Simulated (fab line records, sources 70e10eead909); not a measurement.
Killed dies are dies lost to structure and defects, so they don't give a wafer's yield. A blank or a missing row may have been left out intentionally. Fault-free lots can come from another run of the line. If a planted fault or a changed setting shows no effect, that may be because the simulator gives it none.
Which tool was responsible? -- flow nand-harc -- 72 wafers from 24 lots sampled at 3 of the route's 1302 steps

## WHAT THE GAUGES SHOWED, per wafer
NHARC_P_M2_CD_MEAS_16. Usual: cd-nm reads 170.2 nm (standard deviation 1.1).
lot,measured,on,cd-nm (nm),flag
L074,day 6 15:31,cd-sem-02,169.3 167.7 169.7,
L075,day 6 15:58,cd-sem-02,169.4 166.6 169.0,
L076,day 7 05:03,cd-sem-03,170.6 168.3 170.7,
L077,day 7 20:31,cd-sem-01,169.7 169.5 169.7,
L078,day 8 02:38,cd-sem-02,172.0 169.6 172.3,
L079,day 8 09:30,cd-sem-02,169.6 169.8 170.1,
L080,day 9 01:58,cd-sem-03,170.8 170.0 170.8,
L081,day 9 18:32,cd-sem-01,171.6 172.2 171.9,
L082,day 9 22:35,cd-sem-03,169.7 169.8 171.3,
L083,day 10 08:20,cd-sem-01,169.4 170.0 171.0,
L084,day 11 02:14,cd-sem-03,171.3 168.3 169.6,
L085,day 11 04:09,cd-sem-01,170.4 169.5 168.6,
L087,day 11 15:52,cd-sem-03,171.7 170.2 170.6,
L086,day 11 16:49,cd-sem-03,169.1 169.4 169.8,
L089,day 12 08:26,cd-sem-03,170.3 170.1 170.6,
L088,day 12 09:42,cd-sem-01,170.9 170.3 171.3,
L090,day 13 06:26,cd-sem-02,171.4 171.1 169.8,
L091,day 13 07:53,cd-sem-02,169.6 170.2 169.2,
L092,day 14 00:22,cd-sem-01,170.4 169.6 169.2,
L093,day 14 05:31,cd-sem-02,170.4 171.2 170.7,
L094,day 14 17:14,cd-sem-01,169.9 170.4 171.3,
L095,day 15 10:03,cd-sem-01,172.9 171.3 171.9,
L097,day 15 20:26,cd-sem-02,170.4 171.0 171.6,
L096,day 15 20:44,cd-sem-02,171.0 171.5 173.2,

NHARC_P_M2_THK_MEAS_24: measures by xrf. Usual: thk-nm reads 144.1 nm (standard deviation 1.6).
lot,measured,on,thk-nm (nm),flag
L074,day 6 17:40,film-metro-02,145.4 146.4 146.7,
L075,day 6 18:07,film-metro-02,142.6 143.6 146.1,
L076,day 7 07:15,film-metro-02,143.0 141.7 142.7,
L077,day 7 22:37,film-metro-01,144.5 142.4 143.8,
L078,day 8 04:44,film-metro-02,147.8 145.5 146.2,
L079,day 8 11:37,film-metro-02,141.8 142.4 141.8,
L080,day 9 04:04,film-metro-01,145.0 143.1 146.9,
L081,day 9 20:38,film-metro-02,144.3 144.9 143.3,
L082,day 10 00:42,film-metro-02,142.8 143.9 144.3,
L083,day 10 10:25,film-metro-01,142.2 141.2 143.1,
L084,day 11 04:24,film-metro-02,142.9 144.7 144.8,
L085,day 11 06:20,film-metro-01,146.8 146.0 141.5,
L087,day 11 17:58,film-metro-02,144.8 143.3 144.1,
L086,day 11 18:58,film-metro-01,143.2 145.4 142.2,
L089,day 12 10:33,film-metro-02,143.5 144.8 143.8,
L088,day 12 11:51,film-metro-01,143.0 142.7 143.9,
L090,day 13 08:38,film-metro-01,141.3 143.7 145.5,
L091,day 13 10:04,film-metro-01,145.8 140.9 144.4,
L092,day 14 02:41,film-metro-01,144.1 146.1 147.5,
L093,day 14 07:41,film-metro-02,141.1 143.4 145.2,
L094,day 14 19:21,film-metro-02,143.8 142.9 145.3,
L095,day 15 12:14,film-metro-02,143.4 146.5 145.9,
L097,day 15 22:38,film-metro-02,141.9 146.7 145.3,
L096,day 15 22:52,film-metro-01,147.1 143.6 143.8,

## WHAT TOOL EACH LOT RAN ON (gives the tool, then ch and the chambers of the sampled wafers, and finally the start)
lot,NHARC_P_M2_DEGAS_29
L074,"pvd-sputter-01, day 6 16:16"
L075,"pvd-sputter-03, day 6 16:44"
L076,"pvd-sputter-02, day 7 05:45"
L077,"pvd-sputter-01, day 7 21:13"
L078,"pvd-sputter-01, day 8 03:20"
L079,"pvd-sputter-01, day 8 10:13"
L080,"pvd-sputter-01, day 9 02:41"
L081,"pvd-sputter-03, day 9 19:15"
L082,"pvd-sputter-03, day 9 23:20"
L083,"pvd-sputter-02, day 10 09:02"
L084,"pvd-sputter-03, day 11 02:58"
L085,"pvd-sputter-03, day 11 04:56"
L087,"pvd-sputter-01, day 11 16:36"
L086,"pvd-sputter-02, day 11 17:32"
L089,"pvd-sputter-03, day 12 09:09"
L088,"pvd-sputter-01, day 12 10:25"
L090,"pvd-sputter-01, day 13 07:13"
L091,"pvd-sputter-02, day 13 08:40"
L092,"pvd-sputter-01, day 14 01:16"
L093,"pvd-sputter-02, day 14 06:17"
L094,"pvd-sputter-03, day 14 17:58"
L095,"pvd-sputter-03, day 15 10:50"
L097,"pvd-sputter-02, day 15 21:14"
L096,"pvd-sputter-01, day 15 21:29"
- NHARC_P_M2_DEGAS_29: time 60 s.

## WHAT THE TOOLS THEMSELVES READ (means of the sampled wafers that have a number; where no wafer has one, the mark that the record gives instead)
NHARC_P_M2_DEGAS_29. Usual: heater-power-w reads 338 W (standard deviation 29).
lot,tool,heater-power-w (W),flag
L074,pvd-sputter-01,340,
L075,pvd-sputter-03,309,
L076,pvd-sputter-02,355,
L077,pvd-sputter-01,334,
L078,pvd-sputter-01,352,
L079,pvd-sputter-01,356,
L080,pvd-sputter-01,351,
L081,pvd-sputter-03,313,
L082,pvd-sputter-03,316,
L083,pvd-sputter-02,369,
L084,pvd-sputter-03,310,
L085,pvd-sputter-03,310,
L087,pvd-sputter-01,357,
L086,pvd-sputter-02,367,
L089,pvd-sputter-03,324,
L088,pvd-sputter-01,333,
L090,pvd-sputter-01,353,
L091,pvd-sputter-02,366,
L092,pvd-sputter-01,351,
L093,pvd-sputter-02,355,
L094,pvd-sputter-03,318,
L095,pvd-sputter-03,318,
L097,pvd-sputter-02,371,
L096,pvd-sputter-01,338,

## THE ANSWER, worked out from the rows above alone
Rule: a lot is off if the mean of its wafers that have a number lies more than 3 standard deviations from the usual mean. A lot without any number at a reading at which 4 lots or more have one is off too. All remaining lots with rows at the step are treated as sound. First the gauges in route order, then the tools' own readings, where a lot's mean is used as printed above. At the first step where some lot is off, the reading lying furthest off is the one used; lots without a number count as furthest.
No lot is off at any reading shown: from this, nothing can be told.

## WHAT THE SIMULATOR HAD INSERTED
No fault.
